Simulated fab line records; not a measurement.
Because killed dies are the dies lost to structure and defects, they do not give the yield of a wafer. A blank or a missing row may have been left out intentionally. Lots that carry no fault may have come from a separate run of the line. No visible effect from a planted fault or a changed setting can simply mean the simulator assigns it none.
What tool caused it? / flow n5Finfet / 6 lots, 16 wafers sampled, at 1 step of a route of 1938

## WHAT EACH GAUGE READ, for each wafer
N5_BEOL_M12_CD_MEAS_10: the cd target is 140 nm.
lot=L492; measured=day 11 09:25; on=cdSem-03; cdNm (nm)=141.6 137.9
lot=L496; measured=day 12 04:05; on=cdSem-01; cdNm (nm)=142.9 139.8 144.5
lot=L499; measured=day 12 18:32; on=cdSem-01; cdNm (nm)=140.8 141.8
lot=L506; measured=day 14 22:23; on=cdSem-02; cdNm (nm)=136.3 140.3 141.5
lot=L512; measured=day 15 21:16; on=cdSem-02; cdNm (nm)=139.8 141.1 138.2
lot=L513; measured=day 16 20:46; on=cdSem-02; cdNm (nm)=143.0 142.1 145.7

## WHICH TOOL RAN EACH LOT (tool, then ch and the chambers of the sampled wafers, then the start)
No process step before these readings appears in the record.

## THE ANSWER, worked out from the rows above alone
Rule: what is usual is taken from the lots themselves. The widest of any qualifying gaps counts: lots, ordered by their means at a reading, are off when they make up no more than a third of the lots, leave a main group of 4 or more, and stand apart from it by 3 or more times the standard deviation of that group's means. The tables above print the reading to a certain number of digits; a main group whose means all agree to those digits is not used. A lot without any number at a reading at which 4 lots or more have one is off too. All remaining lots with rows at the step are treated as sound.
Nothing can be told from this: no lot is off at any reading shown.

## WHAT THE SIMULATOR HAD INSERTED
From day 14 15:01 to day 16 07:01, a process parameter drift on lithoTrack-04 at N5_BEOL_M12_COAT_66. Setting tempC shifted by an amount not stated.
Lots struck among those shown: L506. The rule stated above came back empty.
